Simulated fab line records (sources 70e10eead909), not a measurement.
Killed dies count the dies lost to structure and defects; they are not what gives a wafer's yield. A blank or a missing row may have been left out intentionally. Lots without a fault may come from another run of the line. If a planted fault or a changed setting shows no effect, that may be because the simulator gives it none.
Chamber matching :: flow nandHarc :: NHARC_P_M1_PRE_CLEAN_32 on pecvd-02 has 3 sister chambers
The step time 12 s. 30 wafers are shown with their chamber, then 12 later ones without.

WAFERS, EACH WITH ITS CHAMBER
wafer: L075.2
chamber: 1
heaterPowerW (W): 816

wafer: L075.5
chamber: 2
heaterPowerW (W): 649

wafer: L075.6
chamber: 0
heaterPowerW (W): 731

wafer: L076.1
chamber: 1
heaterPowerW (W): 824

wafer: L076.2
chamber: 2
heaterPowerW (W): 631

wafer: L076.6
chamber: 2
heaterPowerW (W): 627

wafer: L076.3
chamber: 0
heaterPowerW (W): 765

wafer: L076.4
chamber: 1
heaterPowerW (W): 787

wafer: L076.5
chamber: 0
heaterPowerW (W): 763

wafer: L077.2
chamber: 1
heaterPowerW (W): 843

wafer: L077.3
chamber: 0
heaterPowerW (W): 724

wafer: L077.4
chamber: 1
heaterPowerW (W): 802

wafer: L088.4
chamber: 1
heaterPowerW (W): 755

wafer: L088.5
chamber: 0
heaterPowerW (W): 689

wafer: L088.6
chamber: 2
heaterPowerW (W): 660

wafer: L087.2
chamber: 0
heaterPowerW (W): 664

wafer: L087.3
chamber: 2
heaterPowerW (W): 576

wafer: L087.5
chamber: 1
heaterPowerW (W): 734

wafer: L087.1
chamber: 1
heaterPowerW (W): 742

wafer: L087.4
chamber: 2
heaterPowerW (W): 562

wafer: L087.6
chamber: 0
heaterPowerW (W): 667

wafer: L085.2
chamber: 2
heaterPowerW (W): 640

wafer: L085.3
chamber: 1
heaterPowerW (W): 722

wafer: L085.5
chamber: 2
heaterPowerW (W): 643

wafer: L086.1
chamber: 0
heaterPowerW (W): 703

wafer: L086.2
chamber: 2
heaterPowerW (W): 630

wafer: L086.4
chamber: 0
heaterPowerW (W): 687

wafer: L086.3
chamber: 1
heaterPowerW (W): 725

wafer: L086.5
chamber: 1
heaterPowerW (W): 720

wafer: L086.6
chamber: 2
heaterPowerW (W): 678

SIGNATURES, as means of the wafers listed above
reading: heaterPowerW
chamber 0: 710.33
chamber 1: 770.00
chamber 2: 629.60
scatter within a chamber: 40.2
Rule: a wafer's distance from a chamber is the root of the sum, over the readings, of the square of ((its reading less the chamber's mean) divided by the reading's scatter). If the next closest chamber is less than 2 further off than the closest, the wafer can't be placed; otherwise it belongs to the closest. The scatter: the root of (the sum of the squares of (reading less its chamber's mean) over the shown wafers, divided by (wafers less chambers)).

WAFERS WHOSE CHAMBER IS MISSING
wafer: L090.1
heaterPowerW (W): 722

wafer: L090.5
heaterPowerW (W): 774

wafer: L090.6
heaterPowerW (W): 634

wafer: L091.2
heaterPowerW (W): 628

wafer: L091.5
heaterPowerW (W): 628

wafer: L091.6
heaterPowerW (W): 731

wafer: L092.1
heaterPowerW (W): 590

wafer: L092.2
heaterPowerW (W): 696

wafer: L092.4
heaterPowerW (W): 674

wafer: L096.2
heaterPowerW (W): 733

wafer: L096.3
heaterPowerW (W): 610

wafer: L096.6
heaterPowerW (W): 618

WHICH CHAMBER EACH WENT THROUGH
wafer: L090.1
from the rows above: can't be placed: 0 or 1
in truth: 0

wafer: L090.5
from the rows above: can't be placed: 1 or 0
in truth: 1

wafer: L090.6
from the rows above: can't be placed: 2 or 0
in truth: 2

wafer: L091.2
from the rows above: 2
in truth: 2

wafer: L091.5
from the rows above: 2
in truth: 2

wafer: L091.6
from the rows above: can't be placed: 0 or 1
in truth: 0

wafer: L092.1
from the rows above: 2
in truth: 2

wafer: L092.2
from the rows above: can't be placed: 0 or 2 or 1
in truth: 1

wafer: L092.4
from the rows above: can't be placed: 0 or 2 or 1
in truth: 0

wafer: L096.2
from the rows above: can't be placed: 0 or 1
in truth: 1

wafer: L096.3
from the rows above: 2
in truth: 2

wafer: L096.6
from the rows above: 2
in truth: 2
Correct placement for 5 of the 12. These rows do not allow placing 7 (true chamber among the candidates in 7). Wrongly placed: 0.
